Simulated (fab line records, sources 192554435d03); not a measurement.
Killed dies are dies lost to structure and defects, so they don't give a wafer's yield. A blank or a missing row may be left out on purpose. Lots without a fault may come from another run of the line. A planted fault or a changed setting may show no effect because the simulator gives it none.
Which tool did it? | flow n5_finfet | 24 lots, 72 wafers sampled, at 6 steps of a route of 1938

WHAT THE GAUGES READ, wafer by wafer
N5_BEOL_M15_INSPECT_12: inspects for defects (macro).
lot  | measured     | on                | raw_defect_count
L074 | day 11 19:29 | defect_inspect-01 | 5 4 2
L076 | day 12 08:17 | defect_inspect-02 | 1 3 1
L075 | day 12 11:18 | defect_inspect-02 | 4 4 5
L077 | day 13 04:03 | defect_inspect-02 | 1 4 1
L078 | day 13 09:19 | defect_inspect-02 | 4 7 2
L079 | day 13 13:13 | defect_inspect-02 | 2 1 1
L080 | day 13 14:41 | defect_inspect-02 | 2 2 1
L082 | day 14 02:17 | defect_inspect-01 | 3 2 0
L081 | day 14 03:03 | defect_inspect-01 | 1 2 1
L083 | day 14 04:42 | defect_inspect-01 | 0 5 5
L084 | day 14 05:26 | defect_inspect-01 | 1 1 2
L085 | day 14 18:05 | defect_inspect-02 | 2 4 2
L087 | day 14 21:14 | defect_inspect-01 | 3 2 1
L086 | day 15 04:00 | defect_inspect-01 | 3 1 3
L089 | day 15 17:23 | defect_inspect-01 | 0 1 3
L088 | day 15 17:55 | defect_inspect-01 | 2 1 0
L090 | day 15 18:10 | defect_inspect-01 | 4 2 4
L092 | day 16 09:11 | defect_inspect-02 | 2 2 0
L093 | day 16 13:39 | defect_inspect-01 | 2 4 1
L091 | day 17 02:05 | defect_inspect-01 | 2 3 3
L096 | day 17 05:07 | defect_inspect-02 | 2 3 7
L094 | day 17 06:11 | defect_inspect-02 | 1 4 1
L095 | day 17 10:38 | defect_inspect-02 | 4 5 3
L097 | day 17 22:26 | defect_inspect-02 | 1 4 3

N5_MIM_BOT_LITHO_CD_MEAS_08: target cd 3000 nm.
lot  | measured     | on        | cd_nm (nm)
L074 | day 12 05:22 | cd_sem-02 | 2999.4 3000.8 3001.8
L076 | day 12 20:04 | cd_sem-01 | 3001.4 3004.0 3002.7
L075 | day 13 03:52 | cd_sem-01 | 2999.2 3001.2 3001.4
L077 | day 13 14:10 | cd_sem-02 | 2996.5 3002.6 2999.2
L078 | day 13 18:44 | cd_sem-01 | 3002.1 3001.0 3002.7
L079 | day 14 01:27 | cd_sem-03 | 3000.1 3001.1 2995.5
L080 | day 14 02:34 | cd_sem-03 | 3000.8 2999.8 2999.9
L082 | day 14 16:47 | cd_sem-02 | 3003.3 3003.6 3001.9
L081 | day 14 17:29 | cd_sem-01 | 3003.3 3003.5 3003.5
L083 | day 14 17:49 | cd_sem-02 | 2999.7 3001.9 3000.7
L084 | day 14 20:13 | cd_sem-01 | 3002.4 2998.7 2999.7
L085 | day 15 03:32 | cd_sem-01 | 2998.3 2998.6 3000.4
L087 | day 15 07:25 | cd_sem-01 | 2996.8 2997.4 2999.2
L086 | day 15 16:41 | cd_sem-02 | 3003.5 3003.4 3003.2
L089 | day 16 05:10 | cd_sem-01 | 3001.6 3003.8 3002.3
L088 | day 16 05:29 | cd_sem-02 | 3002.7 3003.0 3002.6
L090 | day 16 05:49 | cd_sem-01 | 3005.1 3003.0 3003.5
L092 | day 16 18:16 | cd_sem-02 | 2996.5 3003.8 2998.9
L093 | day 16 23:11 | cd_sem-03 | 2993.0 3000.4 2996.5
L091 | day 17 14:32 | cd_sem-03 | 2999.5 3001.6 2997.8
L096 | day 17 15:00 | cd_sem-03 | 2999.2 2995.6 2998.1
L094 | day 17 20:59 | cd_sem-03 | 3002.5 3003.1 3002.9
L095 | day 17 21:27 | cd_sem-02 | 2998.8 2998.4 2993.6
L097 | day 18 06:31 | cd_sem-03 | 3000.7 3004.3 3002.2

N5_MIM_BOT_LITHO_INSPECT_12: inspects for defects (macro).
lot  | measured     | on                | raw_defect_count
L074 | day 12 05:26 | defect_inspect-02 | 3 1 3
L076 | day 12 20:07 | defect_inspect-02 | 4 3 2
L075 | day 13 03:55 | defect_inspect-02 | 2 1 2
L077 | day 13 14:13 | defect_inspect-01 | 0 1 4
L078 | day 13 18:47 | defect_inspect-02 | 2 3 1
L079 | day 14 01:31 | defect_inspect-02 | 4 4 4
L080 | day 14 02:37 | defect_inspect-01 | 5 5 2
L082 | day 14 16:51 | defect_inspect-01 | 1 7 3
L081 | day 14 17:32 | defect_inspect-01 | 3 2 2
L083 | day 14 17:52 | defect_inspect-02 | 5 2 2
L084 | day 14 20:16 | defect_inspect-02 | 2 1 1
L085 | day 15 03:35 | defect_inspect-02 | 3 2 2
L087 | day 15 07:28 | defect_inspect-02 | 1 3 4
L086 | day 15 16:44 | defect_inspect-01 | 2 0 2
L089 | day 16 05:14 | defect_inspect-02 | 6 3 3
L088 | day 16 05:32 | defect_inspect-02 | 3 2 1
L090 | day 16 05:53 | defect_inspect-01 | 3 7 6
L092 | day 16 18:19 | defect_inspect-02 | 1 1 2
L093 | day 16 23:14 | defect_inspect-02 | 4 4 1
L091 | day 17 14:35 | defect_inspect-01 | 5 4 0
L096 | day 17 15:03 | defect_inspect-02 | 2 2 1
L094 | day 17 21:02 | defect_inspect-01 | 1 1 4
L095 | day 17 21:30 | defect_inspect-02 | 2 1 0
L097 | day 18 06:34 | defect_inspect-02 | 4 2 0

WHICH TOOL RAN EACH LOT (tool, then ch and the chambers of the sampled wafers, then the start)
lot  | N5_BEOL_M15_STRIP_62                          | N5_BEOL_M15_SPUTTER_45       | N5_PASSIVATION_PECVD_00
L074 | rie_diel-03 ch 1,2,3, day 11 23:28 or earlier | pvd_sputter-01, day 11 23:28 | pecvd-03 ch 0,2, day 12 01:39
L076 | rie_diel-04 ch 0,1,3, day 12 12:53 or earlier | pvd_sputter-03, day 12 12:53 | pecvd-03 ch 1,2, day 12 15:35
L075 | rie_diel-03 ch 1,2, day 12 21:03 or earlier   | pvd_sputter-03, day 12 21:03 | pecvd-01 ch 0,1,2, day 13 00:28
L077 | rie_diel-03 ch 0,3, day 13 08:28 or earlier   | pvd_sputter-01, day 13 08:28 | pecvd-02 ch 1,2, day 13 10:52
L078 | rie_diel-04 ch 1,2, day 13 12:46 or earlier   | pvd_sputter-01, day 13 12:46 | pecvd-03 ch 0,2, day 13 15:07
L079 | rie_diel-03 ch 0,3, day 13 19:40 or earlier   | pvd_sputter-03, day 13 19:40 | pecvd-03 ch 0,2, day 13 21:46
L080 | rie_diel-04 ch 0,1, day 13 20:11 or earlier   | pvd_sputter-01, day 13 20:11 | pecvd-02 ch 0,1,2, day 13 22:43
L082 | rie_diel-03 ch 1,3, day 14 09:29 or earlier   | pvd_sputter-02, day 14 09:29 | pecvd-02 ch 0,1,2, day 14 12:48
L081 | rie_diel-06 ch 0,3, day 14 09:49 or earlier   | pvd_sputter-02, day 14 09:49 | pecvd-02 ch 0,1, day 14 13:44
L083 | rie_diel-03 ch 1,3, day 14 12:14 or earlier   | pvd_sputter-01, day 14 12:14 | pecvd-01 ch 1,2, day 14 14:40
L084 | rie_diel-06 ch 0,2,3, day 14 12:31 or earlier | pvd_sputter-02, day 14 12:31 | pecvd-03 ch 0,2, day 14 15:35
L085 | rie_diel-03 ch 0,1,3, day 14 21:11 or earlier | pvd_sputter-03, day 14 21:11 | pecvd-02 ch 0,1,2, day 14 23:19
L087 | rie_diel-04 ch 0,3, day 15 02:04 or earlier   | pvd_sputter-01, day 15 02:04 | pecvd-01 ch 0,1,2, day 15 04:10
L086 | rie_diel-03 ch 1,3, day 15 10:11 or earlier   | pvd_sputter-01, day 15 10:11 | pecvd-02 ch 0,2, day 15 12:32
L089 | rie_diel-06 ch 0,3, day 15 21:41 or earlier   | pvd_sputter-01, day 15 21:41 | pecvd-01 ch 0,1, day 15 23:55
L088 | rie_diel-06 ch 2,3, day 15 22:07 or earlier   | pvd_sputter-02, day 15 22:07 | pecvd-01 ch 1,2, day 16 00:34
L090 | rie_diel-03 ch 0,1, day 15 22:09 or earlier   | pvd_sputter-03, day 15 22:09 | pecvd-02 ch 0,2, day 16 00:50
L092 | rie_diel-04 ch 1,2,3, day 16 11:59 or earlier | pvd_sputter-01, day 16 11:59 | pecvd-02 ch 0,1,2, day 16 14:17
L093 | rie_diel-04 ch 1,2,3, day 16 17:38 or earlier | pvd_sputter-01, day 16 17:38 | pecvd-03 ch 1,2, day 16 19:44
L091 | rie_diel-06 ch 1,2,3, day 17 07:27 or earlier | pvd_sputter-01, day 17 07:27 | pecvd-03 ch 0,1,2, day 17 09:33
L096 | rie_diel-04 ch 0,1, day 17 09:26 or earlier   | pvd_sputter-01, day 17 09:26 | pecvd-03 ch 0,1, day 17 12:12
L094 | rie_diel-03 ch 0,3, day 17 13:21 or earlier   | pvd_sputter-02, day 17 13:21 | pecvd-02 ch 0,1,2, day 17 15:27
L095 | rie_diel-04 ch 0,3, day 17 13:42 or earlier   | pvd_sputter-03, day 17 13:42 | pecvd-03 ch 0,1, day 17 15:55
L097 | rie_diel-06 ch 2,3, day 18 01:25 or earlier   | pvd_sputter-02, day 18 01:25 | pecvd-01 ch 0,2, day 18 03:31
- N5_BEOL_M15_STRIP_62: strips in O2.
- N5_BEOL_M15_SPUTTER_45: material Cu, target thk 100 nm, time 16.67 s.
- N5_PASSIVATION_PECVD_00: deposits SiO2 from SiH4/N2O, target thk 200 nm, time 11.2 s.

WHAT THE TOOLS THEMSELVES READ (means of the sampled wafers that have a number; where no wafer has one, the mark that the record gives instead)
N5_BEOL_M15_STRIP_62.
lot  | tool        | chamber_pressure_mTorr (mTorr) | drypump_motor_current_A (A) | oes_product_au (a.u.) | rf_vpp_V (V) | showerhead_plenum_p_Torr (Torr) | throttle_valve_pct (%)
L074 | rie_diel-03 | 30.015                         | 5.7                         | 0.87                  | 3.4          | 2.14                            | 16.65
L076 | rie_diel-04 | 30.009                         | 5.4                         | 0.74                  | 3.5          | 2.07                            | 16.85
L075 | rie_diel-03 | 30.013                         | 5.4                         | 0.85                  | 3.9          | 2.17                            | 16.61
L077 | rie_diel-03 | 30.013                         | 5.5                         | 0.75                  | 3.5          | 2.08                            | 16.82
L078 | rie_diel-04 | 29.997                         | 5.4                         | 0.78                  | 3.7          | 2.12                            | 16.76
L079 | rie_diel-03 | 30.017                         | 5.9                         | 0.79                  | 3.8          | 2.11                            | 16.88
L080 | rie_diel-04 | 29.974                         | 5.5                         | 0.69                  | 3.3          | 2.07                            | 16.86
L082 | rie_diel-03 | 30.007                         | 5.7                         | 0.83                  | 3.8          | 2.20                            | 16.83
L081 | rie_diel-06 | 29.984                         | 5.5                         | 0.79                  | 3.4          | 2.04                            | 16.53
L083 | rie_diel-03 | 30.020                         | 5.7                         | 0.83                  | 3.7          | 2.20                            | 16.85
L084 | rie_diel-06 | 30.019                         | 5.8                         | 0.83                  | 3.8          | 2.06                            | 16.54
L085 | rie_diel-03 | 29.953                         | 5.6                         | 0.79                  | 3.6          | 2.14                            | 16.85
L087 | rie_diel-04 | 29.986                         | 5.4                         | 0.77                  | 3.8          | 2.06                            | 16.89
L086 | rie_diel-03 | 29.983                         | 5.7                         | 0.82                  | 3.9          | 2.19                            | 16.86
L089 | rie_diel-06 | 29.954                         | 5.9                         | 0.80                  | 4.4          | 2.08                            | 16.54
L088 | rie_diel-06 | 30.012                         | 6.0                         | 0.88                  | 3.6          | 2.07                            | 16.53
L090 | rie_diel-03 | 29.998                         | 5.3                         | 0.78                  | 3.7          | 2.16                            | 16.84
L092 | rie_diel-04 | 30.000                         | 5.4                         | 0.89                  | 3.5          | 2.11                            | 16.64
L093 | rie_diel-04 | 30.008                         | 5.3                         | 0.88                  | 3.8          | 2.11                            | 16.65
L091 | rie_diel-06 | 29.995                         | 6.0                         | 0.81                  | 3.0          | 2.07                            | 16.71
L096 | rie_diel-04 | 29.994                         | 5.5                         | 0.96                  | 3.7          | 2.06                            | 16.45
L094 | rie_diel-03 | 30.010                         | 6.0                         | 0.75                  | 3.5          | 2.10                            | 16.94
L095 | rie_diel-04 | 29.972                         | 5.7                         | 0.91                  | 3.1          | 2.06                            | 16.74
L097 | rie_diel-06 | 30.003                         | 6.2                         | 0.82                  | 4.0          | 2.08                            | 16.56

N5_BEOL_M15_SPUTTER_45.
lot  | tool           | throttle_valve_pct (%)
L074 | pvd_sputter-01 | 30.2
L076 | pvd_sputter-03 | 29.9
L075 | pvd_sputter-03 | 30.0
L077 | pvd_sputter-01 | 29.8
L078 | pvd_sputter-01 | 29.7
L079 | pvd_sputter-03 | 28.7
L080 | pvd_sputter-01 | 28.8
L082 | pvd_sputter-02 | 30.0
L081 | pvd_sputter-02 | 30.0
L083 | pvd_sputter-01 | 29.1
L084 | pvd_sputter-02 | 30.0
L085 | pvd_sputter-03 | 30.0
L087 | pvd_sputter-01 | 29.8
L086 | pvd_sputter-01 | 29.7
L089 | pvd_sputter-01 | 28.3
L088 | pvd_sputter-02 | 30.2
L090 | pvd_sputter-03 | 30.7
L092 | pvd_sputter-01 | 29.7
L093 | pvd_sputter-01 | 29.0
L091 | pvd_sputter-01 | 29.1
L096 | pvd_sputter-01 | 28.4
L094 | pvd_sputter-02 | 30.1
L095 | pvd_sputter-03 | 29.1
L097 | pvd_sputter-02 | 30.3

N5_PASSIVATION_PECVD_00.
lot  | tool     | heater_power_w (W) | showerhead_plenum_p_Torr (Torr) | throttle_valve_pct (%)
L074 | pecvd-03 | 738                | 8.07                            | 53
L076 | pecvd-03 | 678                | 8.04                            | 49
L075 | pecvd-01 | 658                | 8.15                            | 52
L077 | pecvd-02 | 770                | 8.23                            | 49
L078 | pecvd-03 | 718                | 8.11                            | 58
L079 | pecvd-03 | 675                | 8.10                            | 58
L080 | pecvd-02 | 670                | 8.25                            | 49
L082 | pecvd-02 | 674                | 8.27                            | 49
L081 | pecvd-02 | 541                | 8.29                            | 49
L083 | pecvd-01 | 540                | 8.17                            | 53
L084 | pecvd-03 | 702                | 8.09                            | 58
L085 | pecvd-02 | 648                | 8.26                            | 49
L087 | pecvd-01 | 645                | 8.15                            | 52
L086 | pecvd-02 | 656                | 8.27                            | 48
L089 | pecvd-01 | 588                | 8.21                            | 51
L088 | pecvd-01 | 454                | 8.20                            | 52
L090 | pecvd-02 | 592                | 8.32                            | 48
L092 | pecvd-02 | 638                | 8.25                            | 49
L093 | pecvd-03 | 679                | 8.04                            | 49
L091 | pecvd-03 | 591                | 8.04                            | 55
L096 | pecvd-03 | 658                | 8.04                            | 60
L094 | pecvd-02 | 654                | 8.26                            | 49
L095 | pecvd-03 | 562                | 8.00                            | 56
L097 | pecvd-01 | 732                | 8.11                            | 52

THE ANSWER, worked out from the rows above alone
Rule: what is usual is taken from the lots themselves. Put in order of their means at a reading, lots are off if they are a third of the lots or fewer, leave a main group of 4 or more, and stand apart from it by a gap of 3 or more times the standard deviation of the main group's means; of several such gaps the widest counts. A main group whose means are all the same, to the digits that the tables above print for the reading, isn't used. A lot without any number at a reading at which 4 lots or more have one is off too. The other lots that the step has rows for count as sound. The gauges are gone through in route order, then the tools' own readings, and for those a lot's mean is taken as printed above. The first step at which some lot is off is used, and at that step the reading that is off furthest; a lot without a number counts as furthest.
No lot is off at any reading shown: from this, nothing can be told.

WHAT THE SIMULATOR HAD PUT IN
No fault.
